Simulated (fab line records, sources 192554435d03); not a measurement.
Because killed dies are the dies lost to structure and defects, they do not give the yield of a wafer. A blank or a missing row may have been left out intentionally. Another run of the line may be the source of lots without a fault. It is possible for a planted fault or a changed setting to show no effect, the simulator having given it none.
fab line records	flow n5-finfet	part 1 of 2: steps 1 to 4 of 6
[record] lots = 21	wafers = 63	last-day = 18
route steps=1938 shown SD_EPI_P@307 ILD0@346 SDB@374 DUMMY_REMOVAL@378 HKMG_FIN@406
lots that met no fault: taken from a fault-free run of the same line
start-h: start of the lot's first displayed wafer, in hours after the record's first day	wait-h: hours elapsed since this lot's preceding step	" the same as in the row above	L1.1+2: several wafers, shown together as one row	- either no value or no given start	* or withheld: withheld	< > ~ a bound
route shown NAME@n: names a module that has steps shown in the file, with the first one's number in the route	usual: mean/standard deviation of fault-free wafers	same: alike in all rows	chamber/n: place in a boat	sites: per-site readings	_std_site: standard deviation of those values	_edge_site: outer sites' mean less inner sites'	radius-mm: for every site, how far away it sits from the centre of the wafer	mask NAME#n: copy n	behind: the tool/chamber that last shaped the wafer	hold: what put the lot on hold/how long, in hours/how the hold closed	device: whichever transistor did not switch (one of n, p or np)	end of line: the tests these same wafers got at the end of their route	a step without rows: its recipe alone	killed: the dies lost at the first sort to structure and to defects; this is not the yield of the wafer	map: a wafer's dies, x killed, . not, _ none there
set.NAME: the run value of the setting; set.NAME@STEP: its run value at that earlier step	model.NAME: the simulator's own value behind a step, which no gauge read
one table for each step of the route and one row for each wafer, over a sample of lots
services: from which hour (start-h, from the record's first day; less than 0 if before it) a tool's chamber was out of use, for how many hours, and why
[[steps]]
[step N5_SD_EPI_P_ETCH_36]
[recipe] chemistry = CF4	target = SiARC	target-depth-a = 455	mask-material = CAR-ArF-block	time-s = 75.8	ion-energy-ev = 80	pressure-mtorr = 40	source-w = 545	bias-w = 36	Ar_flow_sccm = 100	cf4-flow-sccm = 100	ends = cleared
[usual] chamber-pressure-mTorr = 40.00/0.034	drypump-motor-current-A = 5.8/0.56	etch-rf-on-time-s = 75.8/2.9	mfc-ar-sccm = 99.93/0.3	oes-product-au = 0.64/0.06	rf-vpp-V = 184.2/1.3	showerhead-plenum-p-Torr = 2.16/0.072	throttle-valve-pct = 15.58/0.17
lot.wafer	tool	chamber	start-h	wait-h	chamber-pressure-mTorr	drypump-motor-current-A	etch-rf-on-time-s	mfc-ar-sccm	oes-product-au	rf-hours-counter-h	rf-vpp-V	showerhead-plenum-p-Torr	throttle-valve-pct
L074.4	rie-diel-06	1	52.70	0.0	40.01	5.4	74.8	100.07	0.78	17	183.1	2.18	15.10
L074.5	"	2	"	"	40.03	6.1	78.5	100.22	0.58	-	182.7	2.11	16.10
L074.6	"	3	"	"	40.01	5.2	74.6	99.94	0.65	-	182.8	2.05	15.44
L075.3	rie-diel-04	1	60.57	0.0	39.97	6.3	76.6	99.82	0.64	159	185.7	2.24	15.40
L075.4	"	3	"	"	39.98	5.9	79.6	99.81	0.60	195	182.4	2.06	15.75
L075.5	"	0	"	"	40.03	5.3	76.6	99.90	0.67	-	185.3	2.23	15.54
L076.2	rie-diel-02	1	66.55	0.0	39.99	5.1	74.6	99.84	0.63	190	184.8	2.22	15.44
L076.3	"	2	"	"	40.02	6.4	73.3	99.95	0.66	148	184.1	2.06	15.52
L076.4	"	3	"	"	40.01	6.5	81.5	100.34	0.61	154	184.4	2.15	15.62
L077.3	rie-diel-04	1	74.89	0.0	40.00	6.3	76.6	99.93	0.64	163	184.6	2.24	15.38
L077.4	"	3	"	"	39.96	5.9	79.3	100.25	0.60	200	183.4	2.05	15.75
L077.5	"	0	"	"	40.07	5.3	77.9	100.13	0.66	-	184.3	2.23	15.56
L079.1	rie-diel-06	1	85.19	0.0	40.01	5.4	73.7	100.08	0.76	29	184.2	2.17	15.12
L079.3	"	2	"	"	40.05	6.2	73.5	99.80	0.84	2	182.2	2.11	15.57
L079.4	"	3	"	"	39.99	5.2	73.9	100.05	0.65	140	184.0	2.05	15.47
L081.2	rie-diel-02	0	97.15	0.0	40.01	6.4	71.8	99.90	0.61	239	184.2	2.20	15.73
L081.3	"	3	"	"	40.00	6.5	80.6	99.82	0.61	163	184.8	2.14	15.64
L081.6	"	3	"	"	39.97	6.5	80.7	100.13	0.61	-	184.9	2.14	15.63
L082.1	rie-diel-02	1	103.79	0.0	40.04	5.1	74.0	100.68	0.61	203	184.6	2.21	15.46
L082.4	"	2	"	"	39.95	6.3	74.0	100.22	0.65	161	183.0	2.05	15.55
L082.5	"	0	"	"	39.99	6.5	71.5	100.13	0.60	-	186.5	2.20	15.76
L083.3	rie-diel-02	0	106.97	0.0	39.98	6.4	70.7	100.06	0.60	243	183.2	2.20	15.77
L083.5	"	2	"	"	39.99	6.3	73.9	100.04	0.65	-	183.6	2.05	15.53
L083.6	"	1	"	"	40.05	5.1	74.9	99.43	0.61	-	184.6	2.21	15.46
L085.1	rie-diel-02	3	120.75	0.0	40.05	6.4	81.0	99.79	0.60	172	184.5	2.14	15.65
L085.3	"	2	"	"	40.05	6.3	74.4	100.10	0.64	166	183.3	2.05	15.56
L085.5	"	2	"	"	39.97	6.3	74.5	100.03	0.64	-	182.6	2.05	15.56
L086.1	rie-diel-02	2	126.78	0.0	40.05	6.3	73.7	99.79	0.64	168	182.9	2.05	15.55
L086.2	"	1	"	"	39.92	5.1	74.4	100.06	0.61	210	185.8	2.21	15.48
L086.6	"	0	"	"	39.97	6.4	71.0	100.15	0.60	-	184.9	2.20	15.76
L087.1	rie-diel-02	1	136.99	0.0	40.02	5.1	74.9	99.85	0.61	213	182.9	2.21	15.49
L087.5	"	1	"	"	40.00	5.0	75.0	99.54	0.61	-	184.6	2.21	15.47
L087.6	"	3	"	"	39.99	6.5	80.1	100.31	0.60	-	185.8	2.14	15.66
L088.1	rie-diel-06	1	139.41	0.0	40.01	5.4	74.2	99.84	0.73	46	184.6	2.17	15.18
L088.2	"	0	"	"	39.97	5.9	76.0	99.73	0.62	183	184.8	2.21	15.80
L088.5	"	1	"	"	39.94	5.4	74.1	100.18	0.73	-	184.6	2.17	15.17
L089.3	rie-diel-06	2	146.39	0.0	40.02	6.2	73.7	99.08	0.78	23	183.7	2.10	15.62
L089.5	"	2	"	"	40.02	6.2	74.0	99.75	0.78	-	182.9	2.10	15.62
L089.6	"	1	"	"	40.06	5.4	74.8	99.84	0.72	-	184.0	2.17	15.17
L090.1	rie-diel-04	1	150.00	0.0	39.99	6.3	76.5	99.85	0.62	186	185.5	2.23	15.43
L090.4	"	1	"	"	39.97	6.3	75.8	99.71	0.62	-	184.8	2.23	15.44
L090.5	"	3	"	"	40.00	5.9	79.7	99.93	0.59	-	181.2	2.05	15.79
L091.2	rie-diel-04	0	156.18	0.0	40.02	5.3	78.8	99.47	0.64	145	184.3	2.22	15.60
L091.3	"	3	"	"	39.97	5.9	80.9	99.92	0.58	227	183.8	2.05	15.80
L091.5	"	0	"	"	40.03	5.3	77.6	99.66	0.64	-	186.9	2.22	15.60
L092.1	rie-diel-02	0	160.58	0.0	39.93	6.4	70.0	99.89	0.87	3	185.1	2.20	15.24
L092.4	"	1	"	"	39.97	5.1	74.2	100.31	0.60	220	183.9	2.21	15.51
L092.6	"	1	"	"	39.99	5.1	74.6	100.21	0.60	-	186.6	2.21	15.49
L093.1	rie-diel-04	0	169.42	0.0	39.97	5.3	76.2	100.52	0.65	150	185.3	2.22	15.62
L093.2	"	1	"	"	40.03	6.2	75.7	100.06	0.62	194	185.3	2.23	15.46
L093.6	"	1	"	"	40.02	6.2	75.2	100.01	0.63	-	186.3	2.23	15.47
L094.3	rie-diel-04	2	175.53	0.0	40.01	4.8	74.4	99.63	0.64	199	185.2	2.21	15.67
L094.4	"	3	"	"	39.97	5.9	80.3	100.61	0.58	233	182.7	2.04	15.81
L094.6	"	0	"	"	40.03	5.3	76.3	100.44	0.64	-	184.8	2.22	15.63
L095.1	rie-diel-04	0	180.92	0.0	39.95	5.3	76.6	99.71	0.64	153	186.3	2.22	15.61
L095.5	"	0	"	"	39.98	5.3	76.7	100.02	0.64	-	185.9	2.22	15.63
L095.6	"	2	"	"	39.96	4.9	75.4	98.96	0.63	-	184.6	2.21	15.66
L096.1	rie-diel-02	1	185.04	0.0	40.00	5.1	74.9	99.75	0.59	227	186.7	2.21	15.51
L096.2	"	0	"	"	40.01	6.4	69.6	100.06	0.85	10	185.0	2.19	15.26
L096.4	"	3	"	"	40.00	6.5	81.6	100.00	0.59	190	183.5	2.13	15.69
L097.3	rie-diel-02	2	193.35	0.0	39.97	6.3	73.9	99.81	0.63	189	183.2	2.04	15.62
L097.4	"	1	"	"	39.98	5.1	74.8	100.06	0.60	230	182.4	2.20	15.50
L097.6	"	3	"	"	39.99	6.4	82.1	99.74	0.59	-	185.5	2.13	15.68
[step N5_ILD0_INSPECT_06]
[recipe] inspect-instrument = darkfield	mode = post-cmp
[usual] raw-defect-count = 38/19
lot.wafer	tool	chamber	start-h	wait-h	raw-defect-count
L074.4	defect-inspect-01	-	65.12	0.0	37
L074.5	"	-	"	"	25
L074.6	"	-	"	"	26
L075.3	defect-inspect-01	-	71.31	0.0	14
L075.4	"	-	"	"	14
L075.5	"	-	"	"	27
L076.2	defect-inspect-02	-	77.99	0.0	35
L076.3	"	-	"	"	35
L076.4	"	-	"	"	56
L077.3	defect-inspect-01	-	85.63	0.0	15
L077.4	"	-	"	"	16
L077.5	"	-	"	"	21
L079.1	defect-inspect-01	-	97.94	0.0	40
L079.3	"	-	"	"	61
L079.4	"	-	"	"	51
L081.2	defect-inspect-01	-	108.05	0.0	38
L081.3	"	-	"	"	63
L081.6	"	-	"	"	48
L082.1	defect-inspect-02	-	115.55	0.0	58
L082.4	"	-	"	"	37
L082.5	"	-	"	"	42
L083.3	defect-inspect-02	-	117.67	0.0	29
L083.5	"	-	"	"	20
L083.6	"	-	"	"	42
L085.1	defect-inspect-01	-	131.57	0.0	20
L085.3	"	-	"	"	31
L085.5	"	-	"	"	32
L086.1	defect-inspect-01	-	139.32	0.0	46
L086.2	"	-	"	"	19
L086.6	"	-	"	"	61
L087.1	defect-inspect-01	-	147.77	0.0	33
L087.5	"	-	"	"	42
L087.6	"	-	"	"	43
L088.1	defect-inspect-02	-	150.13	0.0	32
L088.2	"	-	"	"	56
L088.5	"	-	"	"	41
L089.3	defect-inspect-02	-	157.47	0.0	37
L089.5	"	-	"	"	18
L089.6	"	-	"	"	16
L090.1	defect-inspect-02	-	162.42	0.0	49
L090.4	"	-	"	"	35
L090.5	"	-	"	"	64
L091.2	defect-inspect-02	-	168.06	0.0	30
L091.3	"	-	"	"	43
L091.5	"	-	"	"	33
L092.1	defect-inspect-02	-	172.23	0.0	35
L092.4	"	-	"	"	25
L092.6	"	-	"	"	35
L093.1	defect-inspect-02	-	180.99	0.0	28
L093.2	"	-	"	"	20
L093.6	"	-	"	"	25
L094.3	defect-inspect-02	-	187.49	0.0	40
L094.4	"	-	"	"	60
L094.6	"	-	"	"	34
L095.1	defect-inspect-02	-	194.24	0.0	16
L095.5	"	-	"	"	26
L095.6	"	-	"	"	23
L096.1	defect-inspect-02	-	196.26	0.0	66
L096.2	"	-	"	"	52
L096.4	"	-	"	"	85
L097.3	defect-inspect-01	-	205.84	0.0	29
L097.4	"	-	"	"	23
L097.6	"	-	"	"	65
[step N5_SDB_CMP_30]
[recipe] stop-on = poly-Si	t-overpolish-s = 1.54	post-cmp-clean = alkaline-brush	down-force-psi = 4.1491	platen-rpm = 51.796	pad-velocity-m-s = 1.0306	target-thk-nm = 30
[usual] head-pressure-psi = 4.149/0.0088	motor-current-A = 12.4/1.2	overpolish-run-s = 1.541/0.0082	time-to-endpoint-s = 17.7/3
lot.wafer	tool	chamber	start-h	wait-h	head-pressure-psi	motor-current-A	overpolish-run-s	time-to-endpoint-s
L074.4	cmp-01	1	69.33	1.6	4.142	13.2	1.540	15.6
L074.6	"	3	"	"	4.158	12.7	1.547	19.5
L074.5	"	0	"	"	4.144	11.3	1.551	13.7
L075.4	cmp-01	2	75.57	1.4	4.162	11.3	1.538	16.8
L075.3	"	3	"	"	4.145	12.7	1.530	16.8
L075.5	"	1	"	"	4.147	14.3	1.551	15.8
L076.3	cmp-03	0	82.56	1.4	4.163	10.6	1.541	21.7
L076.4	"	1	"	"	4.143	12.4	1.537	20.7
L076.2	"	2	"	"	4.151	11.5	1.549	21.0
L077.4	cmp-01	2	90.79	1.4	4.150	11.5	1.546	17.6
L077.3	"	3	"	"	4.147	13.7	1.560	16.2
L077.5	"	2	"	"	4.141	11.4	1.538	18.1
L079.4	cmp-03	1	102.36	1.4	4.137	13.1	1.529	14.2
L079.1	"	2	"	"	4.154	11.1	1.539	17.8
L079.3	"	0	"	"	4.151	11.0	1.531	18.1
L081.2	cmp-03	1	112.29	1.5	4.138	12.6	1.549	18.4
L081.3	"	3	"	"	4.157	11.8	1.530	19.8
L081.6	"	0	"	"	4.144	11.0	1.541	22.0
L082.1	cmp-03	2	120.04	1.4	4.140	11.2	1.538	21.1
L082.4	"	1	"	"	4.137	11.7	1.531	19.5
L082.5	"	2	"	"	4.150	11.7	1.557	19.9
L083.3	cmp-04	3	122.18	1.4	4.134	14.9	1.553	18.5
L083.6	"	3	"	"	4.141	15.5	1.548	20.1
L083.5	"	0	"	"	4.153	13.3	1.530	21.9
L085.3	cmp-03	3	136.05	1.6	4.158	13.2	1.534	15.6
L085.1	"	0	"	"	4.153	11.5	1.534	19.7
L085.5	"	2	"	"	4.155	10.8	1.548	17.2
L086.2	cmp-04	2	143.35	1.4	4.140	13.8	1.546	16.6
L086.1	"	0	"	"	4.152	12.3	1.534	19.5
L086.6	"	3	"	"	4.158	15.2	1.539	19.9
L087.1	cmp-01	2	152.64	1.4	4.155	11.4	1.536	16.4
L087.5	"	1	"	"	4.170	12.9	1.536	13.7
L087.6	"	2	"	"	4.154	12.0	1.535	18.3
L088.1	cmp-04	3	154.15	1.4	4.138	15.3	1.524	20.3
L088.2	"	1	"	"	4.143	10.0	1.563	13.1
L088.5	"	2	"	"	4.152	14.4	1.548	19.7
L089.3	cmp-03	2	161.75	1.4	4.148	11.3	1.537	18.0
L089.5	"	1	"	"	4.141	12.8	1.539	15.5
L089.6	"	2	"	"	4.156	11.3	1.553	13.5
L090.1	cmp-01	1	166.68	1.4	4.144	13.4	1.531	15.7
L090.4	"	2	"	"	4.143	11.5	1.529	19.8
L090.5	"	1	"	"	4.155	13.4	1.536	18.8
L091.2	cmp-03	3	172.71	1.4	4.128	12.3	1.545	17.1
L091.3	"	2	"	"	4.154	10.8	1.553	17.3
L091.5	"	3	"	"	4.151	12.4	1.539	15.5
L092.1	cmp-04	2	176.23	1.4	4.153	13.4	1.529	16.6
L092.4	"	0	"	"	4.133	13.0	1.542	18.1
L092.6	"	3	"	"	4.151	15.0	1.546	19.7
L093.2	cmp-03	3	185.53	1.4	4.142	12.0	1.541	17.3
L093.1	"	0	"	"	4.151	12.0	1.536	22.1
L093.6	"	0	"	"	4.142	10.9	1.547	19.6
L094.3	cmp-01	3	191.82	1.4	4.142	13.1	1.542	16.3
L094.4	"	1	"	"	4.151	13.8	1.540	14.6
L094.6	"	0	"	"	4.128	11.5	1.548	12.1
L095.1	cmp-03	1	198.70	1.4	4.156	12.4	1.543	14.8
L095.5	"	0	"	"	4.142	11.9	1.551	20.0
L095.6	"	1	"	"	4.152	12.7	1.554	15.1
L096.1	cmp-01	0	202.34	1.4	4.151	11.4	1.547	8.1
L096.4	"	1	"	"	4.157	13.1	1.552	14.2
L096.2	"	2	"	"	4.131	11.8	1.552	16.9
L097.4	cmp-04	2	210.24	1.4	4.154	14.8	1.550	21.4
L097.3	"	3	"	"	4.146	15.5	1.543	20.7
L097.6	"	1	"	"	4.146	10.5	1.547	13.1
[step N5_DUMMY_REMOVAL_STRIP_10]
[recipe] chemistry = N2/H2	time-s = 40	power-w = 100	temp-c = 40	pressure-mtorr = 100	rf-frequency-hz = 6e+07	bias-power-w = 3	n2-flow-sccm = 300	h2-flow-sccm = 300
[usual] chamber-pressure-mTorr = 100.00/0.11	drypump-motor-current-A = 5.8/0.54	oes-product-au = 0.76/0.082	rf-vpp-V = 45.3/0.88	showerhead-plenum-p-Torr = 3.39/0.11	temp-c = 40.01/0.095	throttle-valve-pct = 12.18/0.25
lot.wafer	tool	chamber	start-h	wait-h	chamber-pressure-mTorr	drypump-motor-current-A	oes-product-au	rf-hours-counter-h	rf-vpp-V	showerhead-plenum-p-Torr	temp-c	throttle-valve-pct
L074.4	rie-diel-02	2	69.64	0.0	99.88	6.4	0.77	149	44.3	3.25	39.99	12.24
L074.5	"	0	"	"	100.18	6.4	0.70	-	46.0	3.46	40.09	12.22
L074.6	"	3	"	"	100.07	6.5	0.74	-	45.3	3.39	39.78	12.27
L075.3	rie-diel-06	0	75.92	0.0	100.00	5.9	0.75	163	46.3	3.53	39.90	12.41
L075.4	"	3	"	"	100.10	5.2	0.74	-	45.3	3.27	40.03	12.33
L075.5	"	1	"	"	100.18	5.4	0.89	-	45.3	3.41	39.99	11.60
L076.2	rie-diel-04	1	82.91	0.0	100.05	6.3	0.73	166	45.0	3.53	39.93	12.12
L076.3	"	3	"	"	99.98	5.9	0.70	203	44.3	3.21	40.11	12.26
L076.4	"	0	"	"	100.13	5.3	0.77	121	46.5	3.54	40.07	12.20
L077.3	rie-diel-02	1	91.18	0.0	100.08	5.1	0.71	200	44.9	3.48	40.03	12.05
L077.4	"	0	"	"	99.76	6.5	0.70	237	46.0	3.45	39.93	12.25
L077.5	"	3	"	"	99.96	6.5	0.74	-	45.1	3.39	40.10	12.26
L079.1	rie-diel-02	1	102.88	0.0	99.95	5.1	0.71	203	46.3	3.48	39.97	12.04
L079.3	"	3	"	"	100.04	6.4	0.73	165	44.0	3.39	40.02	12.28
L079.4	"	2	"	"	100.10	6.4	0.76	160	43.4	3.25	40.16	12.26
L081.2	rie-diel-06	3	112.64	0.0	99.91	5.2	0.74	150	43.9	3.26	40.08	12.37
L081.3	"	2	"	"	100.04	6.2	0.94	12	44.5	3.30	40.07	12.08
L081.6	"	0	"	"	100.20	5.9	0.74	-	47.3	3.52	39.80	12.44
L082.1	rie-diel-04	2	120.71	0.0	99.91	4.9	0.74	187	46.3	3.48	40.09	12.20
L082.4	"	1	"	"	99.96	6.3	0.73	177	44.0	3.52	39.84	12.16
L082.5	"	0	"	"	100.08	5.4	0.77	-	46.8	3.53	39.98	12.23
L083.3	rie-diel-02	0	122.57	0.0	100.04	6.4	0.68	247	45.5	3.45	40.12	12.28
L083.5	"	3	"	"	100.22	6.5	0.73	-	45.0	3.38	40.05	12.31
L083.6	"	2	"	"	99.96	6.3	0.75	-	45.9	3.25	39.94	12.27
L085.1	rie-diel-06	0	136.53	0.0	100.09	5.9	0.73	181	45.6	3.52	40.03	12.47
L085.3	"	1	"	"	99.91	5.5	0.87	45	46.1	3.40	40.08	11.65
L085.5	"	0	"	"	99.95	5.9	0.74	-	45.0	3.52	40.04	12.47
L086.1	rie-diel-02	2	143.96	0.0	99.95	6.3	0.75	174	45.7	3.24	40.03	12.28
L086.2	"	1	"	"	99.93	5.1	0.70	215	45.6	3.47	40.03	12.08
L086.6	"	1	"	"	100.05	5.1	0.70	-	46.3	3.47	40.27	12.08
L087.1	rie-diel-02	3	153.00	0.0	100.00	6.5	0.71	182	44.3	3.38	40.00	12.34
L087.5	"	0	"	"	100.04	6.5	1.00	-	45.9	3.45	40.07	11.64
L087.6	"	3	"	"	99.86	6.5	0.72	-	43.9	3.38	39.87	12.34
L088.1	rie-diel-06	1	154.70	0.0	100.09	5.4	0.86	52	44.9	3.40	39.94	11.66
L088.2	"	2	"	"	99.88	6.2	0.90	26	46.5	3.29	40.07	12.12
L088.5	"	0	"	"	100.02	5.9	0.74	-	45.9	3.51	39.91	12.49
L089.3	rie-diel-02	1	162.11	0.0	99.93	5.1	0.70	220	45.4	3.47	39.93	12.09
L089.5	"	1	"	"	99.97	5.1	0.70	-	47.3	3.47	40.04	12.09
L089.6	"	0	"	"	99.87	6.5	1.00	-	45.8	3.44	39.87	11.64
L090.1	rie-diel-06	3	167.08	0.0	100.17	5.2	0.72	167	45.2	3.25	40.00	12.40
L090.4	"	1	"	"	100.01	5.4	0.85	56	45.5	3.40	40.21	11.69
L090.5	"	3	"	"	99.87	5.2	0.72	-	46.4	3.25	40.06	12.38
L091.2	rie-diel-02	0	173.10	0.0	100.12	6.4	0.97	7	44.5	3.44	39.96	11.66
L091.3	"	2	"	"	100.05	6.3	0.74	182	44.5	3.24	40.01	12.31
L091.5	"	3	"	"	99.95	6.5	0.70	-	45.9	3.38	40.01	12.33
L092.1	rie-diel-04	0	176.62	0.0	100.10	5.3	0.75	152	45.8	3.52	39.94	12.27
L092.4	"	1	"	"	99.96	6.3	0.72	197	46.4	3.51	40.06	12.20
L092.6	"	0	"	"	99.98	5.4	0.75	-	45.5	3.52	39.99	12.29
L093.1	rie-diel-02	2	185.92	0.0	100.09	6.3	0.74	186	46.4	3.24	39.98	12.32
L093.2	"	3	"	"	100.00	6.4	0.70	191	45.7	3.37	40.05	12.34
L093.6	"	1	"	"	99.88	5.1	0.68	-	45.4	3.46	39.97	12.12
L094.3	rie-diel-06	1	192.21	0.0	100.04	5.4	0.84	63	45.1	3.39	39.98	11.68
L094.4	"	2	"	"	100.11	6.2	0.87	36	44.3	3.29	40.00	12.14
L094.6	"	1	"	"	100.02	5.4	0.83	-	45.3	3.39	40.11	11.70
L095.1	rie-diel-04	3	199.05	0.0	100.08	5.9	0.68	238	45.0	3.19	40.04	12.36
L095.5	"	0	"	"	100.17	5.4	0.75	-	44.9	3.52	40.11	12.27
L095.6	"	3	"	"	100.02	5.9	0.68	-	45.6	3.19	40.23	12.36
L096.1	rie-diel-06	1	202.73	0.0	100.10	5.4	0.82	66	46.2	3.39	40.09	11.71
L096.2	"	3	"	"	99.95	5.2	0.71	176	44.4	3.25	40.11	12.41
L096.4	"	0	"	"	100.05	5.9	0.72	202	44.5	3.51	39.91	12.51
L097.3	rie-diel-04	1	210.59	0.0	99.96	6.3	0.71	206	45.5	3.50	40.03	12.21
L097.4	"	2	"	"	99.95	4.9	0.71	209	46.7	3.47	39.83	12.23
L097.6	"	1	"	"	100.02	6.3	0.71	-	45.1	3.50	40.02	12.22
